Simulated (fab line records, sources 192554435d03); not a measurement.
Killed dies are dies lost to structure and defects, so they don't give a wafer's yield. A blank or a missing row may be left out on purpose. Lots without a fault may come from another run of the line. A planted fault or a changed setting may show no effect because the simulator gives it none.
fab line records | flow n5_finfet
record lots=6 wafers=18 last_day=18
route steps=1938 shown BEOL_M15@1796 PASSIVATION@1936
lots that met no fault: from a run of the same line without faults
start_h: hours from the record's first day to the start of the lot's first wafer shown | wait_h: hours since the lot's step before | " the same as in the row above | L1.1+2: a row that stands for several wafers | - no value, or no start given | * or withheld: withheld | < > ~ a bound
route shown NAME@n: a module of which the file shows steps, and the number in the route of the first | usual: mean/standard deviation of fault-free wafers | same: alike in all rows | chamber/n: place in a boat | sites: the reading at each site | _std_site: their standard deviation | _edge_site: outer sites' mean less inner sites' | radius_mm: how far each site lies from the wafer's centre | mask NAME#n: copy n | behind: the tool/chamber that last shaped the wafer | hold: why the lot was held/for how many hours/how that ended | device: the transistor (n, p or np) that didn't switch | end of line: the same wafers' tests at the end of the route | a step without rows: its recipe alone | killed: dies lost to structure and defects at the first sort, not the wafer's yield | map: a wafer's dies, x killed, . not, _ none there
set.NAME: the setting as run; set.NAME@STEP: as run at that earlier step | model.NAME: the simulator's own value behind a step, which no gauge read
lots at some steps of the route; a table a step, a row a wafer
services: from which hour (start_h, from the record's first day; less than 0 if before it) a tool's chamber was out of use, for how many hours, and why
## steps
# step N5_BEOL_M15_COAT_60
# recipe resist=BARC temp_c=205 time_s=60 spin_rpm=1500 resist_thk_nm=89
# step N5_BEOL_M15_COAT_22
# recipe spin_rpm=1704 resist_thk_nm=800
# step N5_BEOL_M15_EBR_24
# recipe solvent=PGMEA ebr_width_mm=1.5
# step N5_BEOL_M15_SOFTBAKE_23
# recipe temp_c=130 time_s=60
# step N5_BEOL_M15_EXPOSE_25
# recipe mask_id=M15 na=0.8 source_shape=annular sigma_inner=0.5 sigma_outer=0.8 polarization=unpolarized target_cd_nm=400 dose_mj=35.5
# step N5_BEOL_M15_PEB_26
# recipe peb_temp_c=130 peb_time_s=90
# step N5_BEOL_M15_DEVELOP_27
# recipe develop_time_s=45 rinse_liquid=diw dry=air_spin dev_temp_c=21
# step N5_BEOL_M15_HARDBAKE_32
# recipe temp_c=130 time_s=120
# step N5_BEOL_M15_CD_MEAS_28
# recipe target_cd_nm=407.6 landing_energy_ev=500 detector=se_inlens
# usual cd_nm=407.0/2.2
# same landing_energy_ev=500
# columns lot.wafer tool chamber start_h wait_h cd_nm
L742.1 cd_sem-02 0 272.78 - 406.3
L742.4 " 0 " " 406.7
L742.5 " 0 " " 406.6
L751.1 cd_sem-02 0 317.60 - 404.8
L751.2 " 0 " " 408.5
L751.5 " 0 " " 410.4
L752.2 cd_sem-01 0 323.29 - 407.3
L752.4 " 0 " " 406.2
L752.6 " 0 " " 407.1
L760.1 cd_sem-02 0 372.92 - 402.9
L760.2 " 0 " " 407.7
L760.4 " 0 " " 404.3
L764.1 cd_sem-03 0 405.15 - 403.0
L764.4 " 0 " " 404.0
L764.5 " 0 " " 409.7
L763.1 cd_sem-01 0 405.86 - 412.1
L763.2 " 0 " " 406.5
L763.3 " 0 " " 404.3
# step N5_BEOL_M15_OVL_MEAS_29
# recipe points_per_wafer=44
# usual M15_OVL=-1/5.3
# columns lot.wafer tool chamber start_h wait_h M15_OVL[nm]
L742.1 overlay-02 0 272.82 0.0 -1
L742.4 " 0 " " 4
L742.5 " 0 " " 3
L751.1 overlay-02 0 317.63 0.0 3
L751.2 " 0 " " 0
L751.5 " 0 " " -1
L752.2 overlay-01 0 323.32 0.0 -6
L752.4 " 0 " " 0
L752.6 " 0 " " -4
L760.1 overlay-02 0 372.95 0.0 4
L760.2 " 0 " " 7
L760.4 " 0 " " 0
L764.1 overlay-02 0 405.18 0.0 1
L764.4 " 0 " " 1
L764.5 " 0 " " -1
L763.1 overlay-01 0 405.89 0.0 3
L763.2 " 0 " " -2
L763.3 " 0 " " 2
# step N5_BEOL_M15_INSPECT_30
# recipe mode=adi inspect_instrument=macro
# usual raw_defect_count=2.2/1.5
# columns lot.wafer tool chamber start_h wait_h raw_defect_count
L742.1 defect_inspect-01 - 272.84 0.0 3
L742.4 " - " " 1
L742.5 " - " " 2
L751.1 defect_inspect-02 - 317.66 0.0 5
L751.2 " - " " 1
L751.5 " - " " 2
L752.2 defect_inspect-01 - 323.34 0.0 1
L752.4 " - " " 4
L752.6 " - " " 4
L760.1 defect_inspect-01 - 372.97 0.0 5
L760.2 " - " " 1
L760.4 " - " " 2
L764.1 defect_inspect-01 - 405.21 0.0 5
L764.4 " - " " 1
L764.5 " - " " 3
L763.1 defect_inspect-01 - 405.91 0.0 0
L763.2 " - " " 1
L763.3 " - " " 3
# step N5_BEOL_M15_DESCUM_33
# recipe chemistry=O2 time_s=7.9 source_power_w=50 bias_power_w=20 pressure_mtorr=20 rf_frequency_hz=2.712e+07 temp_c=40 o2_flow_sccm=225
# usual drypump_motor_current_A=5.9/0.5 o2_flow_sccm=224.9/0.68 oes_product_au=0.79/0.059 rf_vpp_V=243.0/1.1 showerhead_plenum_p_Torr=2.09/0.065 throttle_valve_pct=20.35/0.17
# columns lot.wafer tool chamber start_h wait_h drypump_motor_current_A o2_flow_sccm oes_product_au rf_hours_counter_h rf_vpp_V showerhead_plenum_p_Torr throttle_valve_pct
L742.1 rie_diel-03 1 273.14 0.3 6.6 225.2 0.74 186 242.7 2.05 20.34
L742.4 " 0 " " 6.0 224.4 0.79 90 244.0 2.09 20.44
L742.5 " 2 " " 5.8 224.5 0.76 - 242.7 2.10 20.29
L751.1 rie_diel-03 1 317.76 0.1 6.6 224.3 0.73 201 242.1 2.05 20.35
L751.2 " 0 " " 6.1 224.0 0.79 104 243.1 2.09 20.45
L751.5 " 2 " " 5.8 224.2 0.75 - 243.6 2.09 20.29
L752.2 rie_diel-03 0 323.37 0.0 6.0 223.7 0.77 106 243.5 2.09 20.43
L752.4 " 1 " " 6.6 226.2 0.74 202 243.6 2.05 20.37
L752.6 " 3 " " 6.5 224.1 0.84 - 244.6 2.21 20.38
L760.1 rie_diel-01 2 373.19 0.2 5.3 225.4 0.83 80 242.6 2.04 20.35
L760.2 " 1 " " 5.4 225.0 0.81 92 242.0 2.04 20.13
L760.4 " 0 " " 5.5 226.1 0.83 82 242.2 2.02 20.17
L764.1 rie_diel-01 2 405.30 0.1 5.2 224.7 0.83 88 242.1 2.04 20.38
L764.4 " 0 " " 5.5 224.2 0.83 91 243.0 2.02 20.19
L764.5 " 0 " " 5.5 224.7 0.83 - 242.4 2.02 20.20
L763.1 rie_diel-03 1 405.95 0.0 6.6 224.2 0.70 229 242.4 2.04 20.41
L763.2 " 3 " " 6.5 225.0 0.79 101 245.4 2.20 20.42
L763.3 " 2 " " 5.8 225.8 0.72 180 244.2 2.08 20.35
# step N5_BEOL_M15_ETCH_61
# recipe chemistry=N2/H2 target=BARC target_depth_a=890 overetch_a=267 time_s=67.9 ion_energy_ev=200 pressure_mtorr=30 source_w=840 bias_w=150 n2_flow_sccm=200 h2_flow_sccm=200
# usual bias_w=150.0/0.45 drypump_motor_current_A=5.9/0.5 oes_product_au=0.67/0.044 rf_vpp_V=523.9/2.4 showerhead_plenum_p_Torr=2.54/0.08 throttle_valve_pct=17.79/0.25
# columns lot.wafer tool chamber start_h wait_h bias_w drypump_motor_current_A oes_product_au rf_hours_counter_h rf_vpp_V showerhead_plenum_p_Torr throttle_valve_pct
L742.1 rie_diel-03 1 273.17 0.0 150.1 6.6 0.64 186 523.9 2.51 17.87
L742.4 " 0 " " 150.8 6.1 0.68 90 524.7 2.57 18.14
L742.5 " 2 " " 150.1 5.8 0.65 - 523.7 2.55 17.72
L751.1 rie_diel-03 1 317.80 0.0 149.9 6.6 0.63 201 524.0 2.50 17.88
L751.2 " 0 " " 144.6 6.0 0.68 104 511.5 2.56 18.15
L751.5 " 2 " " 149.9 5.8 0.64 - 523.5 2.55 17.74
L752.2 rie_diel-03 0 323.41 0.0 145.1 6.0 0.67 106 511.2 2.56 18.16
L752.4 " 1 " " 149.1 6.6 0.62 203 523.3 2.50 17.88
L752.6 " 3 " " 150.1 6.5 0.71 - 528.3 2.68 17.74
L760.1 rie_diel-01 2 373.22 0.0 150.1 5.3 0.70 80 521.1 2.43 17.42
L760.2 " 1 " " 150.3 5.4 0.68 92 522.4 2.46 17.38
L760.4 " 0 " " 149.8 5.5 0.69 82 520.5 2.45 17.69
L764.1 rie_diel-01 2 405.34 0.0 150.0 5.3 0.70 88 523.2 2.42 17.44
L764.4 " 0 " " 149.7 5.5 0.69 91 522.3 2.44 17.72
L764.5 " 0 " " 149.8 5.5 0.68 - 521.7 2.44 17.71
L763.1 rie_diel-03 1 405.98 0.0 150.5 6.6 0.61 229 522.7 2.49 17.95
L763.2 " 3 " " 149.8 6.5 0.68 101 527.2 2.67 17.76
L763.3 " 2 " " 150.6 5.8 0.63 180 524.3 2.54 17.79
# step N5_BEOL_M15_TRENCH_ETCH_34
# recipe chemistry=C4F8/O2/Ar target=SiO2 target_depth_a=8729.3 he_inner_torr=15 he_outer_torr=30 time_s=199 ion_energy_ev=800 pressure_mtorr=20 source_w=1905 bias_w=2040 Ar_flow_sccm=400 C4F8_flow_sccm=16 O2_flow_sccm=12
# usual bias_w=2039/5.9 drypump_motor_current_A=5.9/0.5 oes_ar_750_au=0.78/0.052 oes_product_au=0.78/0.057 rf_vpp_V=2233/58 showerhead_plenum_p_Torr=3.44/0.11 throttle_valve_pct=30.88/0.25
# columns lot.wafer tool chamber start_h wait_h bias_w drypump_motor_current_A oes_ar_750_au oes_product_au rf_hours_counter_h rf_vpp_V showerhead_plenum_p_Torr throttle_valve_pct
L742.1 rie_diel-03 1 273.22 0.0 2039 6.6 0.74 0.73 186 2270 3.38 30.62
L742.4 " 0 " " 2029 6.1 0.80 0.79 90 2300 3.44 30.96
L742.5 " 2 " " 2039 5.8 0.76 0.75 - 2187 3.46 30.71
L751.1 rie_diel-03 1 317.85 0.0 2037 6.6 0.73 0.72 201 2269 3.37 30.65
L751.2 " 0 " " 2040 6.1 0.79 0.79 104 2300 3.43 30.95
L751.5 " 2 " " 2041 5.8 0.75 0.75 - 2188 3.45 30.75
L752.2 rie_diel-03 0 323.46 0.0 2028 6.1 0.78 0.78 106 2301 3.43 30.94
L752.4 " 1 " " 2038 6.6 0.72 0.72 203 2268 3.37 30.64
L752.6 " 3 " " 2035 6.5 0.83 0.82 - 2191 3.65 31.19
L760.1 rie_diel-01 2 373.27 0.0 2036 5.3 0.82 0.83 80 2265 3.34 30.81
L760.2 " 1 " " 2031 5.4 0.77 0.78 92 2259 3.37 30.61
L760.4 " 0 " " 2035 5.5 0.83 0.84 82 2252 3.36 30.97
L764.1 rie_diel-01 2 405.39 0.0 2041 5.3 0.81 0.81 88 2264 3.34 30.81
L764.4 " 0 " " 2042 5.5 0.82 0.82 91 2251 3.36 30.98
L764.5 " 0 " " 2048 5.5 0.81 0.82 - 2250 3.36 30.96
L763.1 rie_diel-03 1 406.03 0.0 2038 6.6 0.71 0.70 229 2268 3.36 30.66
L763.2 " 3 " " 2044 6.5 0.80 0.79 101 2190 3.63 31.22
L763.3 " 2 " " 2048 5.8 0.73 0.71 180 2183 3.44 30.73
# step N5_PASSIVATION_PROBE_49
# usual defect_limited_yield=91.5/1.4 killed_at_M0_to_M3=32/11 killed_at_M4_up=12/4.4 killed_at_contacts=13/6.1 killed_at_front_end=39/12 killed_at_other=3.9/3 killed_dies=100/17 killed_open=66/12 killed_short=33/7.4 sort_bin_4_leakage=0.03/0.14 sort_bin_5_function=5.0/0.95 sort_bin_6_memory=3.2/0.66 sort_bin_8_speed=0.0/0.33 sort_n_pass=1079/17 sort_yield_pct=91.4/1.5
# same gross_dies=1180 killed_at_back_side=0
# columns lot.wafer tool chamber start_h wait_h defect_limited_yield[%] killed_at_M0_to_M3 killed_at_M4_up killed_at_contacts killed_at_front_end killed_at_other killed_dies killed_open killed_short sort_bin_4_leakage[%] sort_bin_5_function[%] sort_bin_6_memory[%] sort_bin_8_speed[%] sort_n_pass sort_yield_pct[%]
L751.1 prober-02 - 340.18 0.0 92.8 44 3 17 21 0 85 46 34 0 3.9 3.2 0 1095 92.8
L751.2 prober-02 - 340.23 0.1 92.5 14 12 17 33 12 88 50 36 0 4.0 3.1 0 1092 92.5
L751.5 prober-02 - 340.38 0.2 92.7 35 10 13 26 2 86 56 29 0 4.7 2.2 0 1094 92.7
L752.2 prober-01 - 347.97 0.1 91.1 42 9 21 33 0 105 64 37 0 4.7 3.7 0 1075 91.1
L752.4 prober-01 - 348.07 0.2 91.4 46 13 25 18 0 102 71 30 0 4.6 3.6 0.1 1078 91.4
L752.6 prober-01 - 348.17 0.3 88.9 52 23 18 35 3 131 80 43 0 6.9 3.6 0 1049 88.9
L760.1 prober-02 - 394.03 0.0 89.4 30 20 7 66 2 125 90 30 0 6.4 3.9 0 1055 89.4
L760.2 prober-02 - 394.08 0.1 91.9 24 20 9 41 2 96 66 24 0 5.5 2.1 0 1084 91.9
L760.4 prober-02 - 394.18 0.2 90.2 46 17 7 43 3 116 76 32 0 5.7 3.8 0 1064 90.2
L763.1 prober-01 - 432.47 0.0 91.3 33 14 18 34 4 103 62 40 0 5.2 3.4 0 1077 91.3
L763.2 prober-01 - 432.52 0.1 89.0 24 10 18 72 6 130 85 45 0 6.9 3.8 0 1050 89.0
L763.3 prober-01 - 432.57 0.1 93.4 25 16 7 29 1 78 49 27 0.17 3.6 2.8 0 1100 93.2
# killed by level:class
L751.1 MOL_CONTACT_COAG:geometric_particle:open=12 BEOL_M2:geometric_particle:short=9 BEOL_M2:geometric_particle:open=9 BEOL_M0_SAQP:geometric_particle:short=8 BEOL_M0_SAQP:geometric_particle:open=8 FIN_SAQP:geometric_particle:short=6 BEOL_M3:geometric_particle:open=6 FIN_SAQP:geometric_particle:open=5
L751.2 MOL_CONTACT_COAG:geometric_particle:open=12 FIN_SAQP:geometric_particle:open=7 ILD0:geometric_particle:short=6 FIN_SAQP:geometric_particle:short=5 STI_FIN_REVEAL:geometric_particle:open=5 PAD_METAL:geometric_particle:short=5 MOL_CONTACT_COAG:geometric_particle:short=4 BEOL_M1:geometric_particle:open=4
L751.5 BEOL_M0_SAQP:geometric_particle:open=11 MOL_CONTACT_COAG:geometric_particle:open=9 BEOL_M2:geometric_particle:open=9 BEOL_M0_SAQP:geometric_particle:short=6 ILD0:geometric_particle:short=5 BEOL_M3:geometric_particle:open=5 FIN_SAQP:geometric_particle:open=3 BEOL_M6:geometric_particle:open=3
L752.2 MOL_CONTACT_COAG:geometric_particle:open=14 BEOL_M0_SAQP:geometric_particle:open=11 STI_FIN_REVEAL:geometric_particle:open=10 BEOL_M3:geometric_particle:open=9 MOL_CONTACT_COAG:geometric_particle:short=7 BEOL_M0_SAQP:geometric_particle:short=7 BEOL_M2:geometric_particle:open=7 STI_FIN_REVEAL:geometric_particle:short=4
L752.4 MOL_CONTACT_COAG:geometric_particle:open=19 BEOL_M0_SAQP:geometric_particle:short=14 STI_FIN_REVEAL:geometric_particle:open=10 BEOL_M0_SAQP:geometric_particle:open=9 BEOL_M2:geometric_particle:open=9 BEOL_M3:geometric_particle:open=8 BEOL_M4:geometric_particle:open=7 MOL_CONTACT_COAG:geometric_particle:short=6
L752.6 BEOL_M0_SAQP:geometric_particle:short=18 MOL_CONTACT_COAG:geometric_particle:open=15 BEOL_M4:geometric_particle:open=13 STI_FIN_REVEAL:geometric_particle:open=9 BEOL_M0_SAQP:geometric_particle:open=9 BEOL_M1:geometric_particle:open=8 BEOL_M2:geometric_particle:short=5 FIN_SAQP:geometric_particle:open=4
L760.1 FIN_SAQP:geometric_particle:open=28 STI_FIN_REVEAL:geometric_particle:open=13 BEOL_M4:geometric_particle:open=7 DUMMY_GATE:geometric_particle:open=6 BEOL_M1:geometric_particle:open=6 FIN_SAQP:geometric_particle:short=5 MOL_CONTACT_COAG:geometric_particle:open=5 BEOL_M0_SAQP:geometric_particle:short=5
L760.2 STI_FIN_REVEAL:geometric_particle:open=15 FIN_SAQP:geometric_particle:open=9 BEOL_M4:geometric_particle:open=8 MOL_CONTACT_COAG:geometric_particle:open=6 GATE_CUT:geometric_particle:short=5 BEOL_M0_SAQP:geometric_particle:open=5 BEOL_M3:geometric_particle:open=5 BEOL_M0_SAQP:geometric_particle:short=4
L760.4 BEOL_M0_SAQP:geometric_particle:open=11 BEOL_M3:geometric_particle:open=11 STI_FIN_REVEAL:geometric_particle:open=10 BEOL_M4:geometric_particle:open=9 MOL_CONTACT_COAG:geometric_particle:open=6 BEOL_M0_SAQP:geometric_particle:short=6 FIN_SAQP:geometric_particle:short=5 DUMMY_GATE:geometric_particle:open=4
L763.1 MOL_CONTACT_COAG:geometric_particle:open=14 FIN_SAQP:geometric_particle:open=9 BEOL_M0_SAQP:geometric_particle:short=9 BEOL_M3:geometric_particle:open=6 BEOL_M0_SAQP:geometric_particle:open=5 BEOL_M4:geometric_particle:open=5 FIN_SAQP:geometric_particle:short=4 GATE_CUT:geometric_particle:short=4
L763.2 FIN_SAQP:geometric_particle:short=20 MOL_CONTACT_COAG:geometric_particle:open=16 FIN_SAQP:geometric_particle:open=15 STI_FIN_REVEAL:geometric_particle:open=7 DUMMY_GATE:geometric_particle:open=7 BEOL_M3:geometric_particle:open=6 DUMMY_GATE:geometric_particle:short=5 ILD0:geometric_particle:open=5
L763.3 BEOL_M0_SAQP:geometric_particle:short=7 STI_FIN_REVEAL:geometric_particle:open=5 MOL_CONTACT_COAG:geometric_particle:open=5 BEOL_M4:geometric_particle:open=5 BEOL_M2:geometric_particle:open=5 FIN_SAQP:geometric_particle:open=4 BEOL_M0_SAQP:geometric_particle:open=4 BEOL_M3:geometric_particle:open=4
## services
# columns tool chamber start_h hours kind
rie_diel-03 3 256.81 3.9 repair
rie_diel-01 0 339.95 5.7 repair
rie_diel-01 - 359.56 0.5 repair
rie_diel-01 - 382.50 0.2 repair
## key
first_sign step=N5_BEOL_M15_ETCH_61 reading=bias_w direction=down sigmas=11 usual=* struck=*
effect step=N5_BEOL_M15_ETCH_61 reading=rf_vpp_V direction=down sigmas=5.2 usual=523.9 struck=511.4
met_at N5_BEOL_M15_ETCH_61
struck_wafers L751.2,L752.2
onset_between 273.17 317.80
fault kind=process_parameter_drift tool=rie_diel-03 chamber=0 onset_h=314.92 steps=N5_BEOL_M15_ETCH_61 channel=bias_w offset=* shape=step end_h=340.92 acts_in=* stated=*
